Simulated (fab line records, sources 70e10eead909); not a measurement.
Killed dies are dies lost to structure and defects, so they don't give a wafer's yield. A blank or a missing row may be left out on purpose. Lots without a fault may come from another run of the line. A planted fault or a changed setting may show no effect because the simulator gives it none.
A struck lot beside a sound one | flow nand_harc | 26 steps out of a route of 1159
Sound: wafers L490.1, L490.5, L490.6. Struck: wafers L485.3, L485.4, L485.5. The cause comes at the end.
At each step with rows: each side's tool, then ch and its chambers, then its first start. Under that, the readings that differ: sound wafers | struck wafers | difference of the means | sigmas: that difference in standard deviations of wafers without a fault.
alike: readings whose means differ by less than 2 such deviations, and words and numbers that are the same on both sides. not compared: withheld readings, readings that some wafer has no value for, bounds like >300 that may hide the same value, and numbers for which the record gives no deviation and whose values overlap.
The two part at a step that has a row with sigmas, a row that says differs or no value, or rows on one side only. Numbers that don't overlap but have no deviation are shown without sigmas and don't part them. A reading that every wafer of one side lacks parts them only if that side has two wafers or more.

first, 6 steps without rows for these wafers: NHARC_A_SLIT_COAT_03 (resist thk 90 nm); NHARC_A_SLIT_SOFTBAKE_04 (time 55 s); NHARC_A_SLIT_EBR_05; NHARC_A_SLIT_EXPOSE_06 (exposes mask SLIT); NHARC_A_SLIT_PEB_07 (peb time 65 s); NHARC_A_SLIT_DEVELOP_08 (develop time 35 s).
NHARC_A_SLIT_CD_MEAS_09: target cd 300 nm.
  sound on cd_sem-03 ch 0, day 18 15:53; struck on cd_sem-03 ch 0, day 19 18:50
  alike: cd_nm
NHARC_A_SLIT_OVL_MEAS_10:
  sound on overlay-01, day 18 15:59; struck on overlay-02, day 19 18:56
  alike: overlay_x_nm, overlay_y_nm
NHARC_A_SLIT_INSPECT_11:
  sound on defect_inspect-01, day 18 16:01; struck on defect_inspect-01, day 19 18:58
  alike: raw_defect_count
NHARC_A_SLIT_DESCUM_14: chemistry O2, time 3 s.
  sound on rie_diel-05 ch 0,1,3, day 18 16:07; struck on rie_diel-03 ch 1,3, day 19 19:02
  alike: drypump_motor_current_A, oes_product_au, rf_vpp_V, showerhead_plenum_p_Torr, throttle_valve_pct
  not compared: rf_hours_counter_h
NHARC_A_SLIT_ETCH_24: etches the open film in CF4/CHF3, target depth 121 nm, time 60.5 s.
  sound on rie_diel-05 ch 2,3, day 18 16:49; struck on rie_diel-03 ch 0,1,3, day 19 19:08
  alike: bias_w, drypump_motor_current_A, oes_product_au, rf_vpp_V, showerhead_plenum_p_Torr, throttle_valve_pct
  not compared: rf_hours_counter_h
NHARC_A_SLIT_ETCH_15: etches the open film in O2/COS, target depth 3200 nm, time 832 s.
  sound on rie_diel-05 ch 0,1; struck on rie_diel-03 ch 0,1
  reading               | sound             | struck            | difference | sigmas
  oes_product_au (a.u.) | 1.019 1.017 1.012 | 0.998 0.988 0.980 | -0.027     | -2
  alike: bias_w, drypump_motor_current_A, rf_vpp_V, showerhead_plenum_p_Torr, throttle_valve_pct
  not compared: rf_hours_counter_h
NHARC_A_SLIT_ETCH_17: etches the open film in C4F8/O2/Ar, time 1687.5 s, target depth 10100 nm.
  sound on har_etch-02 ch 0,1, day 18 17:58; struck on har_etch-01 ch 0,1, day 19 20:26
  alike: drypump_motor_current_A, showerhead_plenum_p_Torr, throttle_valve_pct
  not compared: rf_hours_counter_h
NHARC_A_SLIT_ETCH_26: etches the open film in C4F8/O2/Ar, time 90 s, target depth 400 nm.
  sound on har_etch-02 ch 0,1, day 18 19:26; struck on har_etch-01 ch 0,1, day 19 21:30
  alike: drypump_motor_current_A, showerhead_plenum_p_Torr, throttle_valve_pct
  not compared: rf_hours_counter_h
then, 2 steps without rows for these wafers: NHARC_A_SLIT_STRIP_28 (strips in O2/COS); NHARC_A_SLIT_ETCH_29 (etches the open film in CF4/O2, target depth 100 nm, overetch 10 nm, time 55 s).
NHARC_A_SLIT_STRIP_18: strips in O2.
  sound on rie_diel-10 ch 0,1,3; struck on rie_diel-03 ch 1,3
  alike: drypump_motor_current_A, oes_product_au, rf_vpp_V, showerhead_plenum_p_Torr, throttle_valve_pct
  not compared: rf_hours_counter_h
then, 2 steps without rows for these wafers: NHARC_A_SLIT_PRECLEAN_19 (cleans in SC1); NHARC_A_SLIT_SRD_20.
NHARC_A_SLIT_CD_MEAS_21:
  sound on cd_sem-02, day 18 20:35; struck on cd_sem-02, day 19 22:40
  alike: cd_nm
then, 3 steps without rows for these wafers: NHARC_A_SIN_REMOVE_WET_00 (chemistry H3PO4, time 15300 s); NHARC_A_SIN_REMOVE_PRECLEAN_01 (cleans in SC1); NHARC_A_SIN_REMOVE_SRD_02.
NHARC_A_SIN_REMOVE_INSPECT_04:
  sound on defect_inspect-02, day 19 02:39; struck on defect_inspect-02, day 20 06:24
  reading          | sound       | struck      | difference | sigmas
  raw_defect_count | 251 238 286 | 640 695 765 | +442       | +6
then, 1 step without rows for these wafers: NHARC_A_WL_FILL_ALD_00 (deposits Al2O3, target thk 3 nm, pulse time 3 s, ald cycles 30).
-- the record jumps here: 6 days lie between the struck wafers' starts before and after (it left off in module A_WL_FILL and takes up again in module END, whose first step shown is number 1159 of the route) --
NHARC_END_SORT_01:
  sound on prober-02 ch 0, day 24 18:43; struck on prober-01 ch 0, day 26 03:32
  reading         | sound    | struck   | difference | sigmas
  killed_at_array | 51 48 43 | 86 91 96 | +44        | +4
  killed_dies     | 52 51 46 | 88 94 98 | +44        | +4
  alike: killed_at_other, killed_at_periphery, killed_open, killed_short

WHERE THEY PART
First at NHARC_A_SLIT_ETCH_15; last, within this record, at NHARC_END_SORT_01.

WHY: what the simulator had put in
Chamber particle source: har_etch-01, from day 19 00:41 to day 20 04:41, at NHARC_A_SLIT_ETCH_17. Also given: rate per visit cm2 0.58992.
